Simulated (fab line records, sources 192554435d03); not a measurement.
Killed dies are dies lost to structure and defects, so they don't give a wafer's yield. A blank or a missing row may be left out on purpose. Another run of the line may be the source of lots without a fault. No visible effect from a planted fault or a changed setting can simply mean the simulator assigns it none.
fab line records	flow n5Finfet
record: lots: 7	wafers: 39
route steps=1938 shown FIN_SAQP@96 FIN_CUT@173 SD_EPI_N@278 MOL_CONTACT_COAG@559 BEOL_M0_SAQP@672 BEOL_M4@1021 BEOL_M5@1174 BEOL_M8@1386 BEOL_M11@1539 BEOL_M15@1773 MIM_BOT@1833 PASSIVATION@1929
startH: the number of hours between the record's first day and the start of the first shown wafer of the lot	waitH: hours since the lot's step before	" unchanged from the row above	L1.1+2: one row covering several wafers at once	- no value, or no start given	* or withheld: withheld	< > ~ a bound
route shown NAME@n: names a module that has steps shown in the file, with the first one's number in the route	usual: mean and standard deviation over wafers with no fault	same: alike in all rows	chamber/n: place in a boat	sites: readings site by site	_std_site: the values' standard deviation	_edge_site: the outer-site mean with the inner-site mean subtracted	radiusMm: how far each site lies from the wafer's centre	mask NAME#n: copy n	behind: the most recent tool/chamber to have shaped the wafer	hold: why the lot was held/for how many hours/how that ended	device: names the non-switching transistor (n, p or np)	end of line: at the end of the route, the tests of the same wafers	a step without rows: its recipe alone	killed: count of dies lost to structure and defects at first sort (not the wafer's yield)	map: per-die view of a wafer (x killed, . not killed, _ where there is no die)
set.NAME: the setting the step ran with; set.NAME@STEP: the setting that earlier step ran with	model.NAME: the simulator's own value behind a step, which no gauge read
lots run with intentionally changed settings; tables by step, rows by wafer
== steps ==
step: N5_FIN_SAQP_HM_DEP_03
recipe: material: SiNx	targetThkA: 380	tempC: 400	precursor: SiH4/NH3/N2	pressureTorr: 1.5	rfW: 300	timeS: 33.6
step: N5_FIN_CUT_CUT_ETCH_26
recipe: chemistry: CH3F/O2	target: SiNx	targetDepthA: 390	maskMaterial: SOC	timeS: 55.7	pressureMtorr: 30	sourceW: 395	biasW: 73	Ar_flow_sccm: 150	CH3F_flow_sccm: 30	O2_flow_sccm: 20	ionEnergyEv: 120
step: N5_SD_EPI_N_ETCH_45
recipe: chemistry: CH3F/O2	target: SiOCN	targetDepthA: 60	maskMaterial: SOC	ionEnergyEv: 60	biasW: 29	pressureMtorr: 15	sourceW: 410	Ar_flow_sccm: 150	CH3F_flow_sccm: 30	O2_flow_sccm: 20
step: N5_MOL_CONTACT_COAG_ALD_27
recipe: material: SiOC	targetThkA: 170	tempC: 400	aldPrecursorFamily: carbosiloxane	aldCoReactant: H2-plasma	pulseTimeS: 1.5	timeS: 2720	purgeTimeS: 2	coReactantPurgeTimeS: 2	aldCycles: 340	pressureTorr: 2
step: N5_BEOL_M0_SAQP_ETCH_106
recipe: chemistry: N2/H2	target: SOC	targetDepthA: 1500	stopOn: SiNx	ionEnergyEv: 100	biasW: 61	pressureMtorr: 30	sourceW: 850	n2FlowSccm: 200	h2FlowSccm: 200
step: N5_BEOL_M4_ILD_DEP_00
recipe: material: SiOC	targetThkA: 790	tempC: 350	precursor: DEMS/O2	pressureTorr: 5	rfW: 500	timeS: 15.3
step: N5_BEOL_M5_CVD_47
recipe: material: Co	targetThkA: 30	tempC: withheld	precursor: CCTBA/H2	pressureTorr: 30	timeS: 216
step: N5_BEOL_M5_SPUTTER_83
recipe: material: Cu	targetThkA: 150	tempC: -20	chamberPressurePa: 0.07	powerW: withheld	timeS: 27.62
step: N5_BEOL_M8_CURE_75
recipe: tempC: 370	timeS: 120	ambient: DMADMS/He	material: SiCOH_lowk
step: N5_BEOL_M11_PECVD_70
recipe: material: SiO2	targetThkA: 200	tempC: 400	precursor: TEOS/O2	pressureTorr: 5.5	rfW: 450	teosFlowSccm: 53.8	gas: O2	flowSccm: 3000	timeS: 22.7
step: N5_BEOL_M15_ILD_DEP_00
recipe: material: SiO2	targetThkA: 16293	tempC: 400	precursor: TEOS/O2	pressureTorr: 6.5	rfW: 900	teosFlowSccm: 161.4	gas: O2	flowSccm: 2650	timeS: 346.1
step: N5_MIM_BOT_SPUTTER_00
recipe: material: TiN	targetThkA: 350	tempC: 200	powerW: 3000	chamberPressurePa: 0.49996	gas: Ar	reactivePartialPa: 0.37997	timeS: 89.7
step: N5_PASSIVATION_PASS_ETCH_47
recipe: chemistry: CF4/O2	target: SiNx	targetDepthA: 7700	timeS: 385	ionEnergyEv: 100	pressureMtorr: 40	sourceW: 535	biasW: 49	Ar_flow_sccm: 100	cf4FlowSccm: 100	O2_flow_sccm: 10
step: N5_PASSIVATION_PROBE_49
usual: killedAtOther: 4/3.4
lot.wafer	tool	chamber	startH	waitH	set.targetThkA@FIN_SAQP_HM_DEP_03	set.targetDepthA@FIN_CUT_CUT_ETCH_26	set.targetDepthA@SD_EPI_N_ETCH_45	set.timeS@MOL_CONTACT_COAG_ALD_27	set.targetDepthA@BEOL_M0_SAQP_ETCH_106	set.timeS@BEOL_M4_ILD_DEP_00	set.targetThkA@BEOL_M5_CVD_47	set.timeS@BEOL_M5_SPUTTER_83	set.timeS@BEOL_M8_CURE_75	set.timeS@BEOL_M11_PECVD_70	set.timeS@BEOL_M15_ILD_DEP_00	set.targetThkA@MIM_BOT_SPUTTER_00	set.timeS@PASSIVATION_PASS_ETCH_47	killedAtOther
L078.1	prober-01	-	333.91	0.0	206.4	390	60	2720	1500	15.3	37.55	15.95	153.7	33.05	346.1	350	385	6
L078.2	prober-01	-	333.96	0.1	206.4	390	50.32	1687	2162	15.3	30	27.62	120	33.05	346.1	350	485.1	4
L078.3	prober-01	-	334.01	0.1	380	576.2	50.32	1687	2162	22.21	37.55	27.62	120	33.05	399.9	407.1	385	2
L078.4	prober-01	-	334.06	0.2	206.4	576.2	60	1687	1500	15.3	30	27.62	153.7	22.7	399.9	407.1	385	3
L078.5	prober-01	-	334.11	0.2	380	390	50.32	2720	1500	22.21	37.55	15.95	153.7	22.7	399.9	350	485.1	2
L078.6	prober-01	-	334.16	0.3	380	576.2	60	2720	2162	22.21	30	15.95	120	22.7	346.1	407.1	485.1	6
L085.1	prober-01	-	379.96	0.0	380	390	80.01	4075	1201	15.3	30	38.71	168.5	22.7	346.1	350	385	2
L085.2	prober-01	-	380.01	0.1	380	180.2	60	4075	1201	9.441	30	38.71	120	22.7	346.1	528.6	385	3
L085.3	prober-01	-	380.06	0.1	380	390	60	4075	1500	9.441	30	27.62	168.5	22.7	346.1	350	502.7	4
L085.4	prober-01	-	380.11	0.2	380	180.2	60	2720	1500	15.3	30	27.62	168.5	17.9	346.1	528.6	385	1093
L085.5	prober-01	-	380.16	0.2	380	390	80.01	2720	1201	15.3	30	27.62	120	17.9	346.1	350	502.7	1
L085.6	prober-01	-	380.21	0.3	380	180.2	80.01	2720	1500	9.441	30	38.71	120	17.9	346.1	528.6	502.7	3
L084.1	prober-02	-	381.93	0.0	563.3	390	60	2228	710.1	15.3	30	27.62	188.3	32.83	466.1	196.8	385	2
L084.2	prober-02	-	381.98	0.1	563.3	497	60	2720	710.1	15.3	30	27.62	120	22.7	346.1	196.8	385	4
L084.3	prober-02	-	382.03	0.1	380	497	60	2228	1500	15.3	30	27.62	120	22.7	466.1	350	385	1
L084.4	prober-02	-	382.08	0.2	380	497	60	2228	710.1	15.3	30	27.62	188.3	22.7	346.1	350	385	0
L084.5	prober-02	-	382.13	0.2	563.3	390	60	2720	1500	15.3	30	27.62	120	32.83	346.1	196.8	385	3
L084.6	prober-02	-	382.18	0.3	380	390	60	2720	1500	15.3	30	27.62	188.3	32.83	466.1	350	385	2
L091.1	prober-01	-	419.58	0.0	380	390	60	2720	1500	15.3	30	27.62	120	12.49	346.1	350	205.2	1063
L091.2	prober-01	-	419.63	0.1	232.4	475.6	60	2720	1500	17.87	30	17.31	120	22.7	222.7	350	385	2
L091.3	prober-01	-	419.68	0.1	380	390	60	2720	2308	17.87	30	27.62	120	22.7	222.7	268.8	205.2	1058
L091.4	prober-01	-	419.73	0.2	232.4	390	60	2720	1500	15.3	43.36	17.31	120	12.49	222.7	268.8	205.2	1103
L091.5	prober-01	-	419.78	0.2	232.4	475.6	60	2720	2308	17.87	43.36	27.62	120	12.49	346.1	350	385	14
L091.6	prober-01	-	419.83	0.3	380	475.6	60	2720	2308	15.3	43.36	17.31	120	22.7	346.1	268.8	385	3
L093.1	prober-02	-	426.30	0.0	380	530.7	60	2720	812.2	22.09	30	15.38	120	22.7	346.1	350	385	0
L093.2	prober-02	-	426.35	0.1	380	390	60	2062	812.2	15.3	30	27.62	120	22.7	346.1	350	385	5
L093.3	prober-02	-	426.40	0.1	588.1	530.7	77.5	2062	812.2	15.3	30	15.38	120	28.26	346.1	350	385	5
L093.4	prober-02	-	426.45	0.2	588.1	390	77.5	2720	1500	22.09	30	27.62	120	22.7	346.1	350	385	4
L093.5	prober-02	-	426.50	0.2	588.1	390	60	2720	1500	15.3	30	15.38	120	28.26	346.1	350	385	13
L093.6	prober-02	-	426.55	0.3	380	530.7	77.5	2062	1500	22.09	30	27.62	120	28.26	346.1	350	385	5
L097.1	prober-02	-	436.65	0.0	380	390	60	2720	1500	15.3	30	27.62	120	22.7	346.1	350	385	10
L097.5	prober-02	-	436.85	0.2	380	390	60	2720	1500	15.3	30	27.62	120	22.7	346.1	350	385	19
L097.6	prober-02	-	436.90	0.3	380	390	60	2720	1500	15.3	30	27.62	120	22.7	346.1	350	385	4
L095.1	prober-01	-	448.16	0.0	380	390	60	2720	1500	15.3	16.9	27.62	188.7	15.75	156.3	251.6	385	10
L095.2	prober-01	-	448.21	0.1	380	477.2	43.05	2720	1500	10.28	16.9	27.62	188.7	22.7	346.1	350	385	5
L095.3	prober-01	-	448.26	0.1	380	477.2	60	2052	805	10.28	16.9	27.62	120	22.7	346.1	251.6	385	2
L095.4	prober-01	-	448.31	0.2	380	477.2	60	2052	805	10.28	30	27.62	188.7	15.75	156.3	251.6	385	3
L095.5	prober-01	-	448.36	0.2	380	390	43.05	2720	805	15.3	30	27.62	120	22.7	156.3	350	385	3
L095.6	prober-01	-	448.41	0.3	380	390	43.05	2052	1500	15.3	30	27.62	120	15.75	346.1	350	385	8
killed by level:class
L078.1 MOL_CONTACT_COAG:geometricParticle:open=9 BEOL_M0_SAQP:geometricParticle:short=8 BEOL_M5:interfaceVoidOpened=8 BEOL_M4:geometricParticle:open=8 DUMMY_GATE:geometricParticle:open=5 BEOL_M0_SAQP:geometricParticle:open=5 BEOL_M1:geometricParticle:open=5 FIN_SAQP:geometricParticle:short=4
L078.2 STI_FIN_REVEAL:geometricParticle:open=17 BEOL_M4:geometricParticle:open=14 FIN_SAQP:geometricParticle:short=13 FIN_SAQP:geometricParticle:open=13 BEOL_M3:geometricParticle:open=9 MOL_CONTACT_COAG:geometricParticle:open=8 BEOL_M0_SAQP:geometricParticle:open=6 BEOL_M1:geometricParticle:open=6
L078.3 BEOL_M4:areaDep=1077 STI_FIN_REVEAL:geometricParticle:open=17 BEOL_M4:geometricParticle:open=11 BEOL_M3:geometricParticle:open=7 MOL_CONTACT_COAG:geometricParticle:short=6 FIN_SAQP:geometricParticle:open=5 ILD0:geometricParticle:short=5 BEOL_M0_SAQP:geometricParticle:short=5
L078.4 STI_FIN_REVEAL:geometricParticle:open=15 BEOL_M0_SAQP:geometricParticle:short=11 FIN_SAQP:geometricParticle:open=10 BEOL_M4:geometricParticle:open=10 FIN_SAQP:geometricParticle:short=7 BEOL_M3:geometricParticle:open=6 BEOL_M0_SAQP:geometricParticle:open=5 DUMMY_GATE:geometricParticle:open=5
L078.5 BEOL_M4:areaDep=1066 STI_FIN_REVEAL:geometricParticle:open=19 BEOL_M0_SAQP:geometricParticle:open=9 STI_FIN_REVEAL:geometricParticle:short=8 MOL_CONTACT_COAG:geometricParticle:open=8 BEOL_M3:geometricParticle:open=8 BEOL_M4:geometricParticle:open=8 FIN_SAQP:geometricParticle:open=5
L078.6 BEOL_M4:areaDep=1070 MOL_CONTACT_COAG:geometricParticle:open=15 BEOL_M4:geometricParticle:open=10 BEOL_M3:geometricParticle:open=9 FIN_SAQP:geometricParticle:open=7 FIN_SAQP:geometricParticle:short=6 BEOL_M0_SAQP:geometricParticle:short=6 STI_FIN_REVEAL:geometricParticle:open=5
L085.1 STI_FIN_REVEAL:geometricParticle:open=13 BEOL_M0_SAQP:geometricParticle:short=10 BEOL_M0_SAQP:geometricParticle:open=9 FIN_SAQP:geometricParticle:open=7 BEOL_M2:geometricParticle:open=7 BEOL_M1:geometricParticle:open=5 FIN_SAQP:geometricParticle:short=4 FIN_CUT:geometricParticle:open=2
L085.2 BEOL_M4:areaDep=1068 BEOL_M2:geometricParticle:open=14 BEOL_M0_SAQP:geometricParticle:open=12 BEOL_M0_SAQP:geometricParticle:short=11 FIN_SAQP:geometricParticle:open=10 DUMMY_GATE:geometricParticle:open=10 FIN_SAQP:geometricParticle:short=8 MOL_CONTACT_COAG:geometricParticle:open=6
L085.3 BEOL_M4:areaDep=1057 FIN_SAQP:geometricParticle:short=16 FIN_SAQP:geometricParticle:open=13 BEOL_M2:geometricParticle:open=13 BEOL_M0_SAQP:geometricParticle:short=10 BEOL_M3:geometricParticle:open=9 BEOL_M0_SAQP:geometricParticle:open=8 BEOL_M1:geometricParticle:open=7
L085.4 MIM_BOT:areaSputter=1083 STI_FIN_REVEAL:geometricParticle:open=10 FIN_SAQP:geometricParticle:short=7 MOL_CONTACT_COAG:geometricParticle:open=7 BEOL_M3:geometricParticle:open=6 FIN_SAQP:geometricParticle:open=6 BEOL_M1:geometricParticle:open=6 DUMMY_GATE:geometricParticle:open=5
L085.5 BEOL_M0_SAQP:geometricParticle:short=16 FIN_SAQP:geometricParticle:short=15 FIN_SAQP:geometricParticle:open=9 MOL_CONTACT_COAG:geometricParticle:open=8 BEOL_M0_SAQP:geometricParticle:open=8 BEOL_M2:geometricParticle:open=8 BEOL_M5:geometricParticle:open=7 BEOL_M3:geometricParticle:open=5
L085.6 BEOL_M4:areaDep=1052 FIN_SAQP:geometricParticle:short=17 FIN_SAQP:geometricParticle:open=16 BEOL_M0_SAQP:geometricParticle:short=13 BEOL_M0_SAQP:geometricParticle:open=12 STI_FIN_REVEAL:geometricParticle:open=9 BEOL_M1:geometricParticle:open=7 BEOL_M2:geometricParticle:open=6
L084.1 STI_FIN_REVEAL:geometricParticle:open=17 FIN_SAQP:geometricParticle:open=12 BEOL_M2:geometricParticle:open=12 BEOL_M0_SAQP:geometricParticle:open=10 HKMG_FIN:areaEtch=7 FIN_SAQP:geometricParticle:short=6 BEOL_M4:geometricParticle:open=6 DUMMY_GATE:geometricParticle:open=4
L084.2 BEOL_M2:geometricParticle:open=10 STI_FIN_REVEAL:geometricParticle:open=9 FIN_SAQP:geometricParticle:short=8 BEOL_M4:geometricParticle:open=7 BEOL_M1:geometricParticle:open=7 BEOL_M0_SAQP:geometricParticle:short=6 BEOL_M5:geometricParticle:open=6 FIN_SAQP:geometricParticle:open=5
L084.3 BEOL_M2:geometricParticle:open=7 MOL_CONTACT_COAG:geometricParticle:open=6 BEOL_M2:geometricParticle:short=6 HKMG_FIN:areaEtch=6 GATE_CUT:geometricParticle:short=5 BEOL_M0_SAQP:geometricParticle:open=5 FIN_SAQP:geometricParticle:open=4 STI_FIN_REVEAL:geometricParticle:open=4
L084.4 STI_FIN_REVEAL:geometricParticle:open=17 BEOL_M2:geometricParticle:open=12 FIN_SAQP:geometricParticle:short=8 BEOL_M3:geometricParticle:open=6 BEOL_M0_SAQP:geometricParticle:open=4 BEOL_M1:geometricParticle:open=4 FIN_SAQP:geometricParticle:open=3 STI_FIN_REVEAL:geometricParticle:short=3
L084.5 BEOL_M2:geometricParticle:open=13 BEOL_M0_SAQP:geometricParticle:short=7 FIN_SAQP:geometricParticle:open=6 STI_FIN_REVEAL:geometricParticle:open=6 BEOL_M3:geometricParticle:short=6 MOL_CONTACT_COAG:geometricParticle:open=5 FIN_SAQP:geometricParticle:short=4 BEOL_M4:geometricParticle:open=4
L084.6 STI_FIN_REVEAL:geometricParticle:open=20 BEOL_M5:geometricParticle:open=11 FIN_SAQP:geometricParticle:open=9 GATE_CUT:geometricParticle:short=8 BEOL_M2:geometricParticle:open=8 HKMG_FIN:areaEtch=6 MOL_CONTACT_COAG:geometricParticle:open=5 BEOL_M0_SAQP:geometricParticle:short=5
L091.1 PASSIVATION:areaEtch=1057 STI_FIN_REVEAL:geometricParticle:open=23 FIN_SAQP:geometricParticle:short=10 MOL_CONTACT_COAG:geometricParticle:open=10 FIN_SAQP:geometricParticle:open=8 BEOL_M4:geometricParticle:open=8 DUMMY_GATE:geometricParticle:open=7 GATE_CUT:geometricParticle:short=6
L091.2 STI_FIN_REVEAL:geometricParticle:open=17 GATE_CUT:geometricParticle:short=9 BEOL_M0_SAQP:geometricParticle:short=8 DUMMY_GATE:geometricParticle:open=6 BEOL_M2:geometricParticle:open=6 FIN_SAQP:geometricParticle:open=5 STI_FIN_REVEAL:geometricParticle:short=3 MOL_CONTACT_COAG:geometricParticle:open=3
L091.3 PASSIVATION:areaEtch=1054 STI_FIN_REVEAL:geometricParticle:open=25 FIN_SAQP:geometricParticle:short=14 BEOL_M1:geometricParticle:open=9 BEOL_M3:geometricParticle:open=7 MOL_CONTACT_COAG:geometricParticle:open=6 BEOL_M0_SAQP:geometricParticle:short=6 BEOL_M2:geometricParticle:open=6
L091.4 PASSIVATION:areaEtch=1096 STI_FIN_REVEAL:geometricParticle:open=10 MOL_CONTACT_COAG:geometricParticle:open=8 GATE_CUT:geometricParticle:short=7 BEOL_M0_SAQP:geometricParticle:open=5 DUMMY_GATE:geometricParticle:open=4 BEOL_M0_SAQP:geometricParticle:short=4 BEOL_M3:geometricParticle:open=4
L091.5 MOL_CONTACT_COAG:geometricParticle:open=15 STI_FIN_REVEAL:geometricParticle:open=11 STI_FIN_REVEAL:geometricParticle:short=10 GATE_CUT:geometricParticle:short=9 BEOL_M1:geometricParticle:open=9 BEOL_M2:geometricParticle:open=6 FIN_SAQP:geometricParticle:short=5 FIN_SAQP:geometricParticle:open=5
L091.6 BEOL_M0_SAQP:geometricParticle:short=13 FIN_SAQP:geometricParticle:short=10 BEOL_M2:geometricParticle:open=10 MOL_CONTACT_COAG:geometricParticle:open=10 BEOL_M0_SAQP:geometricParticle:open=7 FIN_SAQP:geometricParticle:open=6 STI_FIN_REVEAL:geometricParticle:open=5 DUMMY_GATE:geometricParticle:open=5
L093.1 BEOL_M4:areaDep=1074 STI_FIN_REVEAL:geometricParticle:open=17 FIN_SAQP:geometricParticle:short=14 FIN_SAQP:geometricParticle:open=11 MOL_CONTACT_COAG:geometricParticle:open=8 BEOL_M1:geometricParticle:open=6 BEOL_M4:geometricParticle:open=5 BEOL_M2:geometricParticle:open=5
L093.2 STI_FIN_REVEAL:geometricParticle:open=25 BEOL_M1:geometricParticle:open=17 MOL_CONTACT_COAG:geometricParticle:open=11 FIN_SAQP:geometricParticle:short=6 BEOL_M0_SAQP:geometricParticle:short=6 BEOL_M4:geometricParticle:open=6 FIN_SAQP:geometricParticle:open=5 BEOL_M1:geometricParticle:short=4
L093.3 STI_FIN_REVEAL:geometricParticle:open=24 BEOL_M2:geometricParticle:open=15 MOL_CONTACT_COAG:geometricParticle:open=8 FIN_SAQP:geometricParticle:open=7 BEOL_M0_SAQP:geometricParticle:short=7 BEOL_M4:geometricParticle:open=7 FIN_SAQP:geometricParticle:short=5 BEOL_M0_SAQP:geometricParticle:open=5
L093.4 BEOL_M4:areaDep=1057 STI_FIN_REVEAL:geometricParticle:open=25 BEOL_M4:geometricParticle:open=14 MOL_CONTACT_COAG:geometricParticle:open=11 FIN_SAQP:geometricParticle:open=8 FIN_SAQP:geometricParticle:short=7 BEOL_M1:geometricParticle:open=6 DUMMY_GATE:geometricParticle:open=5
L093.5 STI_FIN_REVEAL:geometricParticle:open=21 FIN_SAQP:geometricParticle:short=18 BEOL_M1:geometricParticle:open=13 MOL_CONTACT_COAG:geometricParticle:open=10 GATE_CUT:geometricParticle:short=9 BEOL_M3:geometricParticle:open=9 FIN_SAQP:geometricParticle:open=8 MOL_CONTACT_COAG:geometricParticle:short=6
L093.6 BEOL_M4:areaDep=1058 FIN_SAQP:geometricParticle:short=14 STI_FIN_REVEAL:geometricParticle:open=13 FIN_SAQP:geometricParticle:open=11 BEOL_M3:geometricParticle:open=11 MOL_CONTACT_COAG:geometricParticle:open=6 BEOL_M4:geometricParticle:open=5 BEOL_M5:geometricParticle:open=5
L097.1 MOL_CONTACT_COAG:geometricParticle:open=17 FIN_SAQP:geometricParticle:open=12 FIN_SAQP:geometricParticle:short=8 BEOL_M0_SAQP:geometricParticle:open=8 BEOL_M0_SAQP:geometricParticle:short=8 STI_FIN_REVEAL:geometricParticle:open=5 STARTING-WAFER:geometricParticle:short=5 STARTING-WAFER:geometricParticle:open=5
L097.5 MOL_CONTACT_COAG:geometricParticle:open=9 STI_FIN_REVEAL:geometricParticle:open=8 BEOL_M1:geometricParticle:open=8 BEOL_M2:geometricParticle:open=7 FIN_SAQP:geometricParticle:open=6 BEOL_M0_SAQP:geometricParticle:open=6 BEOL_M1:geometricParticle:short=6 STARTING-WAFER:geometricParticle:open=5
L097.6 MOL_CONTACT_COAG:geometricParticle:open=9 BEOL_M1:geometricParticle:open=7 BEOL_M0_SAQP:geometricParticle:short=5 DUMMY_GATE:geometricParticle:open=4 BEOL_M0_SAQP:geometricParticle:open=3 BEOL_M2:geometricParticle:open=3 BEOL_M3:geometricParticle:open=3 BEOL_M5:geometricParticle:open=3
L095.1 BEOL_M15:areaDep=1099 FIN_SAQP:geometricParticle:short=9 FIN_SAQP:geometricParticle:open=9 MOL_CONTACT_COAG:geometricParticle:open=7 BEOL_M3:geometricParticle:open=7 MOL_CONTACT_COAG:geometricParticle:short=4 BEOL_M1:geometricParticle:open=4 STI_FIN_REVEAL:geometricParticle:open=3
L095.2 BEOL_M4:areaDep=1012 FIN_SAQP:geometricParticle:open=9 MOL_CONTACT_COAG:geometricParticle:open=8 FIN_SAQP:geometricParticle:short=7 BEOL_M1:geometricParticle:open=5 BEOL_M3:geometricParticle:open=5 STI_FIN_REVEAL:geometricParticle:open=4 PAD_METAL:geometricParticle:open=4
L095.3 BEOL_M4:areaDep=1009 MOL_CONTACT_COAG:geometricParticle:open=9 FIN_SAQP:geometricParticle:short=8 BEOL_M0_SAQP:geometricParticle:open=8 MOL_CONTACT_COAG:geometricParticle:short=5 FIN_SAQP:geometricParticle:open=4 STI_FIN_REVEAL:geometricParticle:open=3 BEOL_M0_SAQP:geometricParticle:short=3
L095.4 BEOL_M4:areaDep=1004 BEOL_M15:areaDep=79 FIN_SAQP:geometricParticle:open=21 MOL_CONTACT_COAG:geometricParticle:open=11 FIN_SAQP:geometricParticle:short=10 BEOL_M2:geometricParticle:open=6 BEOL_M0_SAQP:geometricParticle:open=5 BEOL_M3:geometricParticle:open=4
L095.5 BEOL_M15:areaDep=1072 MOL_CONTACT_COAG:geometricParticle:open=25 FIN_SAQP:geometricParticle:open=8 MOL_CONTACT_COAG:geometricParticle:short=8 BEOL_M1:geometricParticle:open=8 STI_FIN_REVEAL:geometricParticle:open=5 BEOL_M0_SAQP:geometricParticle:open=4 BEOL_M0_SAQP:geometricParticle:short=4
L095.6 FIN_SAQP:geometricParticle:open=9 MOL_CONTACT_COAG:geometricParticle:open=9 BEOL_M0_SAQP:geometricParticle:short=9 FIN_SAQP:geometricParticle:short=6 MOL_CONTACT_COAG:geometricParticle:short=5 BEOL_M1:geometricParticle:open=5 PAD_METAL:geometricParticle:short=5 BEOL_M0_SAQP:geometricParticle:open=4
== key ==
split: step: N5_FIN_SAQP_HM_DEP_03	setting: targetThkA	statedAs: 380
response none clear
split: step: N5_FIN_CUT_CUT_ETCH_26	setting: targetDepthA	statedAs: 390
response none clear
split: step: N5_SD_EPI_N_ETCH_45	setting: targetDepthA	statedAs: 60
response none clear
split: step: N5_MOL_CONTACT_COAG_ALD_27	setting: timeS	statedAs: 2720
response none clear
split: step: N5_BEOL_M0_SAQP_ETCH_106	setting: targetDepthA	statedAs: 1500
response none clear
split: step: N5_BEOL_M4_ILD_DEP_00	setting: timeS	statedAs: 15.3
response none clear
split: step: N5_BEOL_M5_CVD_47	setting: targetThkA	statedAs: 30
response none clear
split: step: N5_BEOL_M5_SPUTTER_83	setting: timeS	statedAs: 27.62
response none clear
split: step: N5_BEOL_M8_CURE_75	setting: timeS	statedAs: 120
response none clear
split: step: N5_BEOL_M11_PECVD_70	setting: timeS	statedAs: 22.7
response none clear
split: step: N5_BEOL_M15_ILD_DEP_00	setting: timeS	statedAs: 346.1
response none clear
split: step: N5_MIM_BOT_SPUTTER_00	setting: targetThkA	statedAs: 350
response none clear
split: step: N5_PASSIVATION_PASS_ETCH_47	setting: timeS	statedAs: 385
response: step: N5_PASSIVATION_PROBE_49	reading: killedAtOther	slope: -17	per: 1%	togetherWith: all	explained: 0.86
